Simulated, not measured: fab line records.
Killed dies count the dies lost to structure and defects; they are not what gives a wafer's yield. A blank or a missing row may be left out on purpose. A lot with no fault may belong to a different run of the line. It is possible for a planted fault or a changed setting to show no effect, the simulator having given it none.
A struck lot beside a sound one -- flow n5 finfet -- 38 out of 1938 route steps
Sound: the wafers L230.3, L230.4, L230.5. Struck: wafer L235.1 (left out: L235.5, L235.6 of the same lot, which were not struck); the cause appears at the end.
At each step with rows: each side's tool, then ch and its chambers, then its first start. Under that, the readings that differ: sound wafers -- struck wafers -- difference of the means -- sigmas: that difference in standard deviations of wafers without a fault.
alike: same words and numbers on both sides, and readings whose means sit less than 2 such deviations apart. not compared: any withheld reading, any reading some wafer has no value for, any bound like >300 that may hide the same value, and any number with overlapping values for which the record gives no deviation.
A row with sigmas, a row that says differs or no value, or rows on one side alone: a step with any of these is where the two part. Non-overlapping numbers with no deviation appear without sigmas and do not part them. Lack of a reading on every wafer of one side parts them only where that side has two or more wafers.

first, 11 steps without rows for these wafers: N5_MOL_CONTACT_COAG_ETCH_106 (etches SOC in N2/H2, target depth 80 nm, overetch 16 nm, time 120 s); N5_MOL_CONTACT_COAG_STRIP_107 (strips in N2/H2); N5_MOL_CONTACT_COAG_STRIP_108 (strips in N2/H2); N5_MOL_CONTACT_COAG_CONTACT_ETCH_14 (etches SiO2 in C4F6/O2, target depth 27.5 nm, overetch 8.5 nm, time 20 s); N5_MOL_CONTACT_COAG_STRIP_109 (strips in C4F6/O2); N5_MOL_CONTACT_COAG_ETCH_15 (etches SiNx in CH3F/O2, stops on Si:P, target depth 7 nm); N5_MOL_CONTACT_COAG_ETCH_110 (etches Si in CF4/O2, target depth 2.5 nm, time 8 s); N5_MOL_CONTACT_COAG_STRIP_98 (strips in N2/H2); N5_MOL_CONTACT_COAG_IMPLANT_129; N5_MOL_CONTACT_COAG_PRECLEAN_111 (cleans in NF3:NH3, afs cycles 1, time 20 s, sublimation time 60 s); N5_MOL_CONTACT_COAG_TI_SIL_19 (material Ti, target thk 4.2 nm, time 15 s).
N5_MOL_CONTACT_COAG_ALD_20: deposits TiN, target thk 1.5 nm, pulse time 1 s, purge time 3 s.
  sound on ald metal-01 ch 0,2, day 8 05:03; struck on ald metal-01 ch 0, day 8 23:32
reading,sound,struck,difference,sigmas
precursor pulse height rel,1.006 0.989 1.012,0.948,-0.054,-2
  alike: chamber pressure Torr, heater power w, susceptor temp C
then, 25 steps without rows for these wafers: N5_MOL_CONTACT_COAG_SIL_ANNEAL_21 (time 60 s); N5_MOL_CONTACT_COAG_PRE_CLEAN_141 (time 60 s); N5_MOL_CONTACT_COAG_SPUTTER_143 (material Co, target thk 2.5 nm); N5_MOL_CONTACT_COAG_CO_FILL_22 (material Co, precursor CCTBA/H2, target thk 20 nm); N5_MOL_CONTACT_COAG_ANNEAL_113 (time 300 s); N5_MOL_CONTACT_COAG_PRE_CLEAN_142 (time 60 s); N5_MOL_CONTACT_COAG_SPUTTER_130 (material Co, target thk 47.5 nm); N5_MOL_CONTACT_COAG_PRECLEAN_125 (cleans in DIW, time 57.5 s); N5_MOL_CONTACT_COAG_SRD_126 (dry time 32 s); N5_MOL_CONTACT_COAG_CMP_23 (polishes, stops on SiO2, t overpolish 1.5 s, target thk 0 nm); N5_MOL_CONTACT_COAG_WET_ETCH_26 (target Co, target depth 13 nm); N5_MOL_CONTACT_COAG_WET_ETCH_116 (etches the open film in SC1-inhibited, target depth 4.6 nm, rinse time 30 s); N5_MOL_CONTACT_COAG_ALD_27 (deposits SiOC, target thk 17 nm, pulse time 1.5 s, time 2720 s); N5_MOL_CONTACT_COAG_CMP_28 (polishes, stops on SiNx, t overpolish 0.85 s, target thk 14.522 nm); N5_MOL_CONTACT_COAG_ALD_123 (deposits SiNx, target thk 5 nm, pulse time 1 s, purge time 2 s); N5_MOL_CONTACT_COAG_PECVD_31 (deposits SiO2 from TEOS/O2, target thk 46 nm, time 8.9 s); N5_MOL_CONTACT_COAG_COAT_75 (time 60 s, resist thk 60 nm); N5_MOL_CONTACT_COAG_COAT_76 (time 60 s, resist thk 10 nm); N5_MOL_CONTACT_COAG_COAT_77 (time 60 s, resist thk 10 nm); N5_MOL_CONTACT_COAG_COAT_78 (resist thk 40 nm); N5_MOL_CONTACT_COAG_EBR_80; N5_MOL_CONTACT_COAG_SOFTBAKE_79 (time 60 s); N5_MOL_CONTACT_COAG_EXPOSE_81 (exposes mask VG, defocus 0 nm); N5_MOL_CONTACT_COAG_PEB_82 (peb time 60 s); N5_MOL_CONTACT_COAG_DEVELOP_83 (develop time 30 s).
-- a jump in the record: the struck wafers' starts before and after are 8 days apart (it breaks off in module MOL_CONTACT_COAG and resumes in module PASSIVATION, where the first step shown is number 1936 of the route) --
N5_PASSIVATION_PROBE_49:
  sound on prober-01 at day 15 09:33; struck on prober-02 at day 16 18:12
reading,sound,struck,difference,sigmas
killed at contacts,15 19 14,49,+33,+5
killed dies,135 95 94,149,+41,+2
killed on rim,18 18 14,27,+10,+3
  alike: killed_at_M0_to_M3, killed_at_M4_up, killed at front end, killed at other, killed open, killed short

## WHERE THEY PART
Earliest at N5_MOL_CONTACT_COAG_ALD_20; latest, in this record, at N5_PASSIVATION_PROBE_49.

WHY: what the simulator had put in
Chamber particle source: ald metal-01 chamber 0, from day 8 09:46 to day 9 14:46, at N5_MOL_CONTACT_COAG_ALD_20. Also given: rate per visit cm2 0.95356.
